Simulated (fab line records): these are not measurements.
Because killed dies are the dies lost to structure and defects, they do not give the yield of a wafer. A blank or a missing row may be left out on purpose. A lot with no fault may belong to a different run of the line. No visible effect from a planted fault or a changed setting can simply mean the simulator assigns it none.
A struck lot beside a sound one | flow nand harc | 17 steps out of a route of 1159
Sound: the wafers L265.4, L265.5, L265.6. Struck: wafers L273.3, L273.4, L273.6. Last of all comes the cause.
Each step with rows lists, per side, the tool, then ch with its chambers, then its first start. Under that, the readings that differ: sound wafers | struck wafers | difference of the means | sigmas: that difference in standard deviations of wafers without a fault.
alike: words and numbers the same on both sides, and readings whose means are apart by under 2 such deviations; not compared: readings that were withheld, readings missing a value for some wafer, numbers with overlapping values and no deviation given by the record, and bounds like >300 which may hide the same value.
A row with sigmas, a row that says differs or no value, or rows on one side alone: a step with any of these is where the two part. Non-overlapping numbers with no deviation appear without sigmas and do not part them. A reading missing from all wafers of one side parts the sides only when that side holds two or more wafers.

NHARC_P_ZERO_WELL_CD_MEAS_24 targets a cd of 720 nm.
  sound on cd sem-01 ch 0, day 1 20:28; struck on cd sem-03 ch 0, day 3 20:28
  alike: cd nm
then, 1 step without rows for these wafers: NHARC_P_ZERO_WELL_HARDBAKE_25 (time 80 s).
NHARC_P_ZERO_WELL_DESCUM_26: chemistry O2, time 3 s.
  sound on rie diel-09 ch 1,2, day 1 20:37; struck on rie diel-04 ch 0,1, day 3 20:38
  reading             | sound             | struck            | difference | sigmas
  o2 flow sccm (sccm) | 200.2 200.9 201.1 | 199.8 198.9 199.3 | -1.4       | -2
  alike: drypump motor current A, oes product au, rf vpp V, showerhead plenum p Torr, throttle valve pct
  not compared: rf hours counter h
then, 9 steps without rows for these wafers: NHARC_P_ZERO_WELL_IMPLANT_27; NHARC_P_ZERO_WELL_IMPLANT_57; NHARC_P_ZERO_WELL_IMPLANT_58; NHARC_P_ZERO_WELL_STRIP_28 (strips in SPM, time 840 s); NHARC_P_ZERO_WELL_DEHYDRATE_29 (time 120 s); NHARC_P_ZERO_WELL_HMDS_30 (time 30 s); NHARC_P_ZERO_WELL_COAT_31; NHARC_P_ZERO_WELL_SOFTBAKE_32 (time 95 s); NHARC_P_ZERO_WELL_EBR_33.
NHARC_P_ZERO_WELL_EXPOSE_34: exposes mask P PWELL, target cd 720 nm.
  sound on krf scanner-02 ch 0, day 1 21:59; struck on krf scanner-02 ch 0, day 3 21:50
  reading | sound                         | struck                                 | difference | sigmas
  mask    | P_PWELL#0 P_PWELL#0 P_PWELL#0 | P_PWELL_R1#0 P_PWELL_R1#0 P_PWELL_R1#0 | differs    |
then, 2 steps without rows for these wafers: NHARC_P_ZERO_WELL_PEB_35 (peb time 85 s); NHARC_P_ZERO_WELL_DEVELOP_36 (time 70 s).
NHARC_P_ZERO_WELL_CD_MEAS_37 targets a cd of 720 nm.
  sound on cd sem-03 ch 0, day 1 22:08; struck on cd sem-03 ch 0, day 3 21:59
  reading    | sound             | struck            | difference | sigmas
  cd nm (nm) | 718.7 722.4 720.5 | 742.1 740.7 742.8 | +21.3      | +10
then, 1 step without rows for these wafers: NHARC_P_ZERO_WELL_HARDBAKE_38 (time 80 s).

== WHERE THEY PART ==
Last at NHARC_P_ZERO_WELL_CD_MEAS_37 as far as this record goes, first at NHARC_P_ZERO_WELL_DESCUM_26.

WHY: the cause the simulator had injected
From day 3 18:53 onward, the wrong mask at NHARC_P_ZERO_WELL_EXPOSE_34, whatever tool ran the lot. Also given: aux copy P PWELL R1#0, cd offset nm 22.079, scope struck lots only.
